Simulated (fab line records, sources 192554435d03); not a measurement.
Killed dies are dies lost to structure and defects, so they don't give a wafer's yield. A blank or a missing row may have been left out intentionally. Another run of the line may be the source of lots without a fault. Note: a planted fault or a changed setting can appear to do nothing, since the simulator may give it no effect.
Which tool is to blame?	flow n5-finfet	Sampling: 24 lots, 72 wafers, 4 of 1938 route steps

## WHAT THE GAUGES SHOWED, per wafer
N5_BEOL_M12_OCD_MEAS_35.
lot	measured	on	trench-depth-nm (nm)
L074	day 10 17:11	ocd-02	314 325 313
L077	day 11 02:28	ocd-01	313 320 318
L076	day 11 04:53	ocd-01	319 319 319
L075	day 11 10:16	ocd-01	313 319 321
L078	day 11 14:44	ocd-02	317 314 316
L079	day 11 19:34	ocd-02	316 316 315
L080	day 12 00:33	ocd-02	317 319 318
L081	day 12 03:37	ocd-02	324 314 315
L082	day 12 11:55	ocd-01	314 319 317
L083	day 12 20:14	ocd-01	317 325 324
L085	day 13 06:04	ocd-02	313 314 315
L088	day 14 01:47	ocd-01	317 314 316
L087	day 14 05:21	ocd-01	316 311 309
L086	day 14 05:39	ocd-02	327 317 317
L084	day 14 05:41	ocd-01	318 315 314
L090	day 14 06:26	ocd-02	314 322 321
L089	day 14 07:05	ocd-01	316 314 315
L091	day 14 22:30	ocd-01	322 313 308
L092	day 15 07:37	ocd-01	310 313 318
L093	day 15 21:38	ocd-01	317 314 324
L094	day 15 22:13	ocd-02	317 314 319
L096	day 16 01:26	ocd-01	312 314 316
L095	day 16 01:40	ocd-02	316 310 315
L097	day 17 00:02	ocd-02	325 323 326

N5_BEOL_M12_INSPECT_55: inspects for defects (darkfield).
lot	measured	on	raw-defect-count
L074	day 10 20:01	defect-inspect-02	61 46 83
L077	day 11 06:55	defect-inspect-01	49 69 48
L076	day 11 07:54	defect-inspect-01	46 59 38
L075	day 11 14:32	defect-inspect-02	66 90 76
L078	day 11 17:55	defect-inspect-02	56 71 86
L079	day 11 23:46	defect-inspect-01	76 84 92
L080	day 12 08:29	defect-inspect-01	50 81 65
L081	day 12 09:02	defect-inspect-01	36 35 40
L082	day 12 14:10	defect-inspect-02	46 54 32
L083	day 12 22:52	defect-inspect-01	47 73 50
L085	day 13 07:59	defect-inspect-01	96 57 100
L088	day 14 04:25	defect-inspect-02	49 57 62
L087	day 14 08:38	defect-inspect-01	40 77 56
L086	day 14 09:46	defect-inspect-01	82 73 65
L084	day 14 12:04	defect-inspect-02	59 52 64
L090	day 14 12:32	defect-inspect-01	68 47 54
L089	day 14 12:44	defect-inspect-01	74 76 62
L091	day 15 03:32	defect-inspect-02	105 56 98
L092	day 15 18:11	defect-inspect-02	66 49 44
L093	day 15 23:50	defect-inspect-01	54 45 42
L094	day 16 00:18	defect-inspect-01	43 62 88
L096	day 16 03:32	defect-inspect-01	37 70 59
L095	day 16 03:55	defect-inspect-01	94 101 78
L097	day 17 02:46	defect-inspect-01	53 78 71

N5_BEOL_M13_OCD_MEAS_35.
lot	measured	on	trench-depth-nm (nm)
L074	day 10 22:14	ocd-01	416 410 417
L077	day 11 09:03	ocd-02	405 421 409
L076	day 11 10:13	ocd-02	409 408 413
L075	day 11 16:46	ocd-02	410 412 409
L078	day 11 20:12	ocd-01	413 415 418
L079	day 12 02:05	ocd-01	420 408 422
L080	day 12 10:43	ocd-01	414 414 405
L081	day 12 11:29	ocd-01	403 418 409
L082	day 12 16:40	ocd-02	423 417 412
L083	day 13 02:50	ocd-02	411 415 399
L085	day 13 10:14	ocd-02	407 416 414
L088	day 14 06:50	ocd-01	415 421 413
L087	day 14 10:56	ocd-01	411 418 413
L086	day 14 12:28	ocd-01	402 419 415
L084	day 14 14:32	ocd-02	420 422 421
L090	day 14 14:49	ocd-01	416 416 406
L089	day 14 15:07	ocd-02	410 405 420
L091	day 15 05:47	ocd-02	417 423 411
L092	day 15 20:46	ocd-01	419 418 416
L093	day 16 02:04	ocd-02	422 414 408
L094	day 16 02:25	ocd-01	419 422 411
L096	day 16 06:12	ocd-01	408 422 407
L095	day 16 07:15	ocd-02	411 423 411
L097	day 17 05:16	ocd-01	406 416 419

## WHAT TOOL EACH LOT RAN ON (gives the tool, then ch and the chambers of the sampled wafers, and finally the start)
lot	N5_BEOL_M13_DESCUM_33
L074	rie-diel-06 ch 0,1,3, day 10 21:40
L077	rie-diel-03 ch 0,1,2, day 11 08:28
L076	rie-diel-06 ch 0,2, day 11 09:38
L075	rie-diel-03 ch 1,2, day 11 16:11
L078	rie-diel-01 ch 1,3, day 11 19:37
L079	rie-diel-03 ch 0,1,3, day 12 01:30
L080	rie-diel-03 ch 0,2,3, day 12 10:08
L081	rie-diel-01 ch 0,2,3, day 12 10:55
L082	rie-diel-06 ch 1,2,3, day 12 16:05
L083	rie-diel-01 ch 0,1,3, day 13 02:16
L085	rie-diel-06 ch 1,2,3, day 13 09:39
L088	rie-diel-06 ch 0,1,3, day 14 06:16
L087	rie-diel-06 ch 1,2,3, day 14 10:21
L086	rie-diel-03 ch 0,1,3, day 14 11:53
L084	rie-diel-03 ch 0,3, day 14 13:57
L090	rie-diel-06 ch 0,2,3, day 14 14:14
L089	rie-diel-03 ch 0,1,2, day 14 14:32
L091	rie-diel-01 ch 1,2,3, day 15 05:12
L092	rie-diel-06 ch 1,2, day 15 20:11
L093	rie-diel-01 ch 1,2,3, day 16 01:29
L094	rie-diel-03 ch 2,3, day 16 01:50
L096	rie-diel-03 ch 0,1,2, day 16 05:37
L095	rie-diel-06 ch 0,1,3, day 16 06:40
L097	rie-diel-06 ch 0,1,3, day 17 04:41
- N5_BEOL_M13_DESCUM_33: chemistry O2, time 7.9 s.

## WHAT THE TOOLS THEMSELVES READ (means of the sampled wafers that have a number; where no wafer has one, the mark that the record gives instead)
N5_BEOL_M13_DESCUM_33.
lot	tool	drypump-motor-current-A (A)	oes-product-au (a.u.)	rf-vpp-V (V)	showerhead-plenum-p-Torr (Torr)	throttle-valve-pct (%)
L074	rie-diel-06	5.7	0.85	243.1	2.11	20.21
L077	rie-diel-03	5.5	0.77	244.5	2.13	20.01
L076	rie-diel-06	5.4	0.76	242.7	2.04	20.56
L075	rie-diel-03	5.5	0.75	242.3	2.05	19.95
L078	rie-diel-01	6.1	0.79	241.9	2.04	20.18
L079	rie-diel-03	5.7	0.85	244.6	2.18	20.20
L080	rie-diel-03	5.4	0.83	243.9	2.11	20.20
L081	rie-diel-01	5.8	0.74	242.5	2.05	20.39
L082	rie-diel-06	5.5	0.78	244.1	2.12	20.30
L083	rie-diel-01	5.8	0.75	243.3	2.08	20.28
L085	rie-diel-06	5.5	0.76	244.1	2.11	20.31
L088	rie-diel-06	5.7	0.82	244.1	2.10	20.25
L087	rie-diel-06	5.5	0.86	243.8	2.11	20.20
L086	rie-diel-03	5.7	0.82	243.8	2.17	20.23
L084	rie-diel-03	5.7	0.86	243.4	2.16	20.40
L090	rie-diel-06	5.4	0.87	243.5	2.08	20.40
L089	rie-diel-03	5.5	0.76	243.3	2.12	20.05
L091	rie-diel-01	6.0	0.82	243.9	2.11	20.28
L092	rie-diel-06	5.4	0.89	243.7	2.06	20.15
L093	rie-diel-01	6.1	0.82	243.6	2.11	20.28
L094	rie-diel-03	5.7	0.82	242.7	2.08	20.35
L096	rie-diel-03	5.5	0.75	243.3	2.12	20.07
L095	rie-diel-06	5.7	0.81	244.1	2.10	20.27
L097	rie-diel-06	5.7	0.79	243.6	2.10	20.28

## THE ANSWER, worked out from the rows above alone
Rule: usual is defined by the lots themselves. Put in order of their means at a reading, lots are off if they are a third of the lots or fewer, leave a main group of 4 or more, and stand apart from it by a gap of 3 or more times the standard deviation of the main group's means; of several such gaps the widest counts. A main group is skipped when, at the precision printed for the reading in the tables above, its means are all equal. Also off: a lot with no number at a reading for which 4 or more lots have one. Where the step has rows for the other lots, those lots are counted as sound. First the gauges in route order, then the tools' own readings, where a lot's mean is used as printed above. At the first step where some lot is off, the reading lying furthest off is the one used; lots without a number count as furthest.
No lot is off on any of the readings shown, so nothing can be concluded from this.

## WHAT HAD BEEN PUT IN BY THE SIMULATOR
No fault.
